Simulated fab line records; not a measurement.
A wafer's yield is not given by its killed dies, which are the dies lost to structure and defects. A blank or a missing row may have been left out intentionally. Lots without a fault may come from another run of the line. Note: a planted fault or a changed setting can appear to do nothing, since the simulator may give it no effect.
Which tool is to blame? :: flow n5_finfet :: 24 lots, 72 wafers sampled, at 2 steps of a route of 1938

== WHAT THE GAUGES SHOWED, per wafer ==
N5_BEOL_M3_INSPECT_13: inspects for defects (brightfield). Usual: raw_defect_count at 395, with a standard deviation of 84.
lot: L074
measured: day 6 22:56
on: defect_inspect-01
raw_defect_count: 297 514 406
flag: 

lot: L075
measured: day 7 03:46
on: defect_inspect-01
raw_defect_count: 463 479 402
flag: 

lot: L076
measured: day 7 08:26
on: defect_inspect-02
raw_defect_count: 454 363 417
flag: 

lot: L077
measured: day 7 13:39
on: defect_inspect-02
raw_defect_count: 347 326 400
flag: 

lot: L078
measured: day 7 20:05
on: defect_inspect-02
raw_defect_count: 336 352 421
flag: 

lot: L079
measured: day 8 02:08
on: defect_inspect-02
raw_defect_count: 379 435 417
flag: 

lot: L080
measured: day 8 10:47
on: defect_inspect-02
raw_defect_count: 352 411 335
flag: 

lot: L081
measured: day 8 20:32
on: defect_inspect-01
raw_defect_count: 289 372 290
flag: 

lot: L082
measured: day 8 23:56
on: defect_inspect-01
raw_defect_count: 319 397 305
flag: 

lot: L083
measured: day 9 07:41
on: defect_inspect-01
raw_defect_count: 303 275 353
flag: 

lot: L084
measured: day 9 13:41
on: defect_inspect-01
raw_defect_count: 589 441 532
flag: 

lot: L085
measured: day 10 07:41
on: defect_inspect-01
raw_defect_count: 400 427 414
flag: 

lot: L086
measured: day 10 08:52
on: defect_inspect-02
raw_defect_count: 395 420 442
flag: 

lot: L087
measured: day 10 14:36
on: defect_inspect-02
raw_defect_count: 360 385 457
flag: 

lot: L088
measured: day 10 18:00
on: defect_inspect-01
raw_defect_count: 454 666 450
flag: 

lot: L089
measured: day 11 05:28
on: defect_inspect-02
raw_defect_count: 302 313 410
flag: 

lot: L090
measured: day 11 08:26
on: defect_inspect-01
raw_defect_count: 470 518 524
flag: 

lot: L092
measured: day 11 15:41
on: defect_inspect-02
raw_defect_count: 529 455 432
flag: 

lot: L091
measured: day 11 16:26
on: defect_inspect-02
raw_defect_count: 339 417 308
flag: 

lot: L093
measured: day 11 21:51
on: defect_inspect-01
raw_defect_count: 437 491 392
flag: 

lot: L094
measured: day 12 03:14
on: defect_inspect-01
raw_defect_count: 269 293 385
flag: 

lot: L095
measured: day 12 07:56
on: defect_inspect-02
raw_defect_count: 292 300 297
flag: 

lot: L097
measured: day 13 01:33
on: defect_inspect-01
raw_defect_count: 399 453 456
flag: 

lot: L096
measured: day 13 03:30
on: defect_inspect-02
raw_defect_count: 479 381 488
flag: 

N5_BEOL_M3_CD_MEAS_28: target cd 25.7 nm, target cd y 23.3 nm. Usual: cd_nm at 25.69 nm, with a standard deviation of 0.23.
lot: L074
measured: day 7 00:48
on: cd_sem-03
cd_nm (nm): 25.64 25.48 25.34
flag: 

lot: L075
measured: day 7 04:48
on: cd_sem-01
cd_nm (nm): 25.38 25.57 25.43
flag: 

lot: L076
measured: day 7 09:21
on: cd_sem-02
cd_nm (nm): 25.57 26.11 25.86
flag: 

lot: L077
measured: day 7 14:34
on: cd_sem-03
cd_nm (nm): 25.58 25.44 25.70
flag: 

lot: L078
measured: day 7 21:03
on: cd_sem-02
cd_nm (nm): 25.57 25.71 25.87
flag: 

lot: L079
measured: day 8 02:55
on: cd_sem-03
cd_nm (nm): 25.18 25.70 25.53
flag: 

lot: L080
measured: day 8 11:34
on: cd_sem-01
cd_nm (nm): 26.19 26.46 26.20
flag: 

lot: L081
measured: day 8 21:19
on: cd_sem-01
cd_nm (nm): 25.67 25.22 25.86
flag: 

lot: L082
measured: day 9 01:29
on: cd_sem-01
cd_nm (nm): 25.63 26.04 25.52
flag: 

lot: L083
measured: day 9 08:54
on: cd_sem-02
cd_nm (nm): 25.71 25.60 26.13
flag: 

lot: L084
measured: day 9 14:28
on: cd_sem-01
cd_nm (nm): 25.69 25.85 25.75
flag: 

lot: L085
measured: day 10 08:40
on: cd_sem-01
cd_nm (nm): 25.41 25.72 25.48
flag: 

lot: L086
measured: day 10 09:47
on: cd_sem-03
cd_nm (nm): 25.71 25.74 25.81
flag: 

lot: L087
measured: day 10 15:25
on: cd_sem-02
cd_nm (nm): 25.69 25.82 25.70
flag: 

lot: L088
measured: day 10 19:04
on: cd_sem-02
cd_nm (nm): 25.16 25.81 25.57
flag: 

lot: L089
measured: day 11 06:16
on: cd_sem-03
cd_nm (nm): 25.77 25.94 25.64
flag: 

lot: L090
measured: day 11 09:22
on: cd_sem-02
cd_nm (nm): 25.67 25.63 25.83
flag: 

lot: L092
measured: day 11 16:40
on: cd_sem-02
cd_nm (nm): 25.56 25.86 25.45
flag: 

lot: L091
measured: day 11 17:25
on: cd_sem-02
cd_nm (nm): 25.73 25.81 25.91
flag: 

lot: L093
measured: day 11 22:39
on: cd_sem-02
cd_nm (nm): 25.99 25.73 25.54
flag: 

lot: L094
measured: day 12 04:07
on: cd_sem-01
cd_nm (nm): 25.56 25.82 25.93
flag: 

lot: L095
measured: day 12 08:43
on: cd_sem-01
cd_nm (nm): 25.41 25.60 25.62
flag: 

lot: L097
measured: day 13 02:29
on: cd_sem-02
cd_nm (nm): 26.05 25.55 25.78
flag: 

lot: L096
measured: day 13 04:17
on: cd_sem-03
cd_nm (nm): 26.00 25.82 25.69
flag: 

== EACH LOT AND THE TOOL THAT RAN IT (in order: tool; ch and the chambers of the sampled wafers; start) ==
There is no process step in the record ahead of these readings.

== WHAT THE TOOLS THEMSELVES READ (means of the sampled wafers that have a number; where no wafer has one, the mark that the record gives instead) ==
The record holds no such reading with a usual standard deviation.

== THE ANSWER, worked out from the rows above alone ==
Rule: a lot is off if the mean of its wafers that have a number lies more than 3 standard deviations from the usual mean. A lot without any number at a reading at which 4 lots or more have one is off too. The other lots that the step has rows for count as sound. First the gauges in route order, then the tools' own readings, where a lot's mean is used as printed above. The first step at which some lot is off is used, and at that step the reading that is off furthest; a lot without a number counts as furthest.
Across all readings shown, no lot is off: no conclusion can be drawn from this.

== WHAT THE SIMULATOR PUT IN ==
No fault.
